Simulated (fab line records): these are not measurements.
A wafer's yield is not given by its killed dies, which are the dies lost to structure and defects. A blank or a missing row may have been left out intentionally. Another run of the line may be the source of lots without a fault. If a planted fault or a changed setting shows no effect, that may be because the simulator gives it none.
Matching of chambers / flow n5Finfet / N5_BEOL_M4_CMP_52 on cmp-01: 4 sister chambers
The step polishes, stops on SiOC, t overpolish 6.8 s, target thk 40 nm. 8 wafers are shown with their chamber, then 9 later ones without.

## EACH WAFER AND ITS CHAMBER
wafer=L078.3; chamber=2; motorCurrentA (A)=5.3; clearingPlatenDownForcePsi (psi)=1.498
wafer=L082.2; chamber=1; motorCurrentA (A)=6.6; clearingPlatenDownForcePsi (psi)=1.502
wafer=L082.6; chamber=2; motorCurrentA (A)=5.3; clearingPlatenDownForcePsi (psi)=1.501
wafer=L085.3; chamber=3; motorCurrentA (A)=5.7; clearingPlatenDownForcePsi (psi)=1.501
wafer=L085.4; chamber=1; motorCurrentA (A)=6.5; clearingPlatenDownForcePsi (psi)=1.492
wafer=L089.3; chamber=0; motorCurrentA (A)=5.5; clearingPlatenDownForcePsi (psi)=1.501
wafer=L089.5; chamber=3; motorCurrentA (A)=5.7; clearingPlatenDownForcePsi (psi)=1.501
wafer=L089.6; chamber=0; motorCurrentA (A)=6.0; clearingPlatenDownForcePsi (psi)=1.502

## WAFERS MISSING THEIR CHAMBER
wafer=L091.2; motorCurrentA (A)=5.9; clearingPlatenDownForcePsi (psi)=1.493
wafer=L091.5; motorCurrentA (A)=5.8; clearingPlatenDownForcePsi (psi)=1.494
wafer=L091.6; motorCurrentA (A)=5.4; clearingPlatenDownForcePsi (psi)=1.497
wafer=L092.1; motorCurrentA (A)=6.6; clearingPlatenDownForcePsi (psi)=1.502
wafer=L092.4; motorCurrentA (A)=5.6; clearingPlatenDownForcePsi (psi)=1.497
wafer=L092.6; motorCurrentA (A)=5.9; clearingPlatenDownForcePsi (psi)=1.503
wafer=L093.3; motorCurrentA (A)=6.3; clearingPlatenDownForcePsi (psi)=1.501
wafer=L093.4; motorCurrentA (A)=5.7; clearingPlatenDownForcePsi (psi)=1.496
wafer=L093.6; motorCurrentA (A)=5.5; clearingPlatenDownForcePsi (psi)=1.497

## EACH ONE'S CHAMBER
wafer=L091.2; from the rows above=can't be placed: 3 or 0 or 2 or 1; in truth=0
wafer=L091.5; from the rows above=can't be placed: 3 or 0 or 2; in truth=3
wafer=L091.6; from the rows above=can't be placed: 2 or 3 or 0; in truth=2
wafer=L092.1; from the rows above=1; in truth=1
wafer=L092.4; from the rows above=can't be placed: 3 or 0 or 2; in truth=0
wafer=L092.6; from the rows above=can't be placed: 0 or 3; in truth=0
wafer=L093.3; from the rows above=can't be placed: 1 or 0 or 3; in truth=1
wafer=L093.4; from the rows above=can't be placed: 3 or 0 or 2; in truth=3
wafer=L093.6; from the rows above=can't be placed: 2 or 3 or 0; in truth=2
Correctly placed: 1 of 9. Can't be placed from these rows: 8 (the true chamber is among the candidates in 8). Placed wrongly: 0.
How it was worked out, from the rows above alone: a wafer's distance from a chamber is the root of the sum, over the readings, of the square of ((its reading less the chamber's mean) divided by the reading's scatter). If the next closest chamber is less than 2 further off than the closest, the wafer can't be placed; otherwise it belongs to the closest. For every chamber, the mean is computed from those of its wafers that are shown. The scatter: take each reading less its chamber's mean, square it, sum over the shown wafers, divide by the number of wafers less the number of chambers, and take the root.
